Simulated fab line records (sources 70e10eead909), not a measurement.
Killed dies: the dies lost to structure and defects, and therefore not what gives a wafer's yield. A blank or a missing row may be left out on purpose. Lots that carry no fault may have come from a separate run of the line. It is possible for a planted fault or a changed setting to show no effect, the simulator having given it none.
What tool caused it?	flow nand harc	7 lots, 21 wafers sampled, at 3 steps of a route of 1302

WHAT THE GAUGES SHOWED, per wafer
NHARC_A_ONON_D1_THK_MEAS_05: measures by ellipsometry.
lot	measured	on	thk nm (nm)
L831	day 8 15:25	film metro-02	1001 1000 1001
L833	day 9 06:26	film metro-01	1022 1022 1021
L835	day 10 10:35	film metro-02	990 991 990
L837	day 10 23:04	film metro-02	1625 1627 1627
L842	day 13 18:31	film metro-02	995 994 995
L845	day 14 05:59	film metro-02	1006 1005 1005
L847	day 14 23:47	film metro-02	1005 1008 1006

TOOL THAT RAN EACH LOT (tool first, then ch and the chambers of the sampled wafers, then the start)
lot	NHARC_P_BONDPAD_PVD_27	NHARC_A_ONON_D1_DEP_03
L831	pvd sputter-03, day 8 14:55 or earlier	pecvd onon-02 ch 0, day 8 14:55
L833	pvd sputter-01, day 9 05:59 or earlier	pecvd onon-01 ch 0, day 9 05:59
L835	pvd sputter-02, day 10 10:05 or earlier	pecvd onon-01 ch 0, day 10 10:05
L837	pvd sputter-03, day 10 22:33 or earlier	pecvd onon-01 ch 0, day 10 22:33
L842	pvd sputter-03, day 13 18:00 or earlier	pecvd onon-03 ch 0, day 13 18:00
L845	pvd sputter-01, day 14 05:29 or earlier	pecvd onon-02 ch 0, day 14 05:29
L847	pvd sputter-03, day 14 23:20 or earlier	pecvd onon-03 ch 0, day 14 23:20
- NHARC_P_BONDPAD_PVD_27: deposits Cu, target thk 30 nm, time 20.49 s.
- NHARC_A_ONON_D1_DEP_03: target thk 1000 nm.

THE ANSWER, worked out from the rows above alone
Rule: usual is defined by the lots themselves. Put in order of their means at a reading, lots are off if they are a third of the lots or fewer, leave a main group of 4 or more, and stand apart from it by a gap of 3 or more times the standard deviation of the main group's means; of several such gaps the widest counts. A main group whose means are all the same, to the digits that the tables above print for the reading, isn't used. Also off: a lot with no number at a reading for which 4 or more lots have one. The other lots that the step has rows for count as sound.
Off: L837, at NHARC_A_ONON_D1_THK_MEAS_05 (thk nm). The main group: mean 1003 nm, standard deviation 10.
If a tool, at a process step before that reading, ran all the lots that are off and no sound lot after the first of them, it fits. Those tools and the gauges at NHARC_A_ONON_D1_THK_MEAS_05 are tried in the same way. Because NHARC_P_BONDPAD_PVD_27 lacks a start for some lots, the hours and order of its lots are taken from NHARC_A_ONON_D1_DEP_03. One fits: NHARC_A_ONON_D1_DEP_03 on pecvd onon-01. Its last sound lot is L835 (day 10 10:05), its first lot that is off L837 (day 10 22:33): a fault that began between those two fits.

WHAT HAD BEEN PUT IN BY THE SIMULATOR
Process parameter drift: pecvd onon-01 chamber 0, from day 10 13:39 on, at NHARC_A_ONON_D1_DEP_03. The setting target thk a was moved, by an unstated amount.
Lots struck among those shown: L837. The rule above found the same.
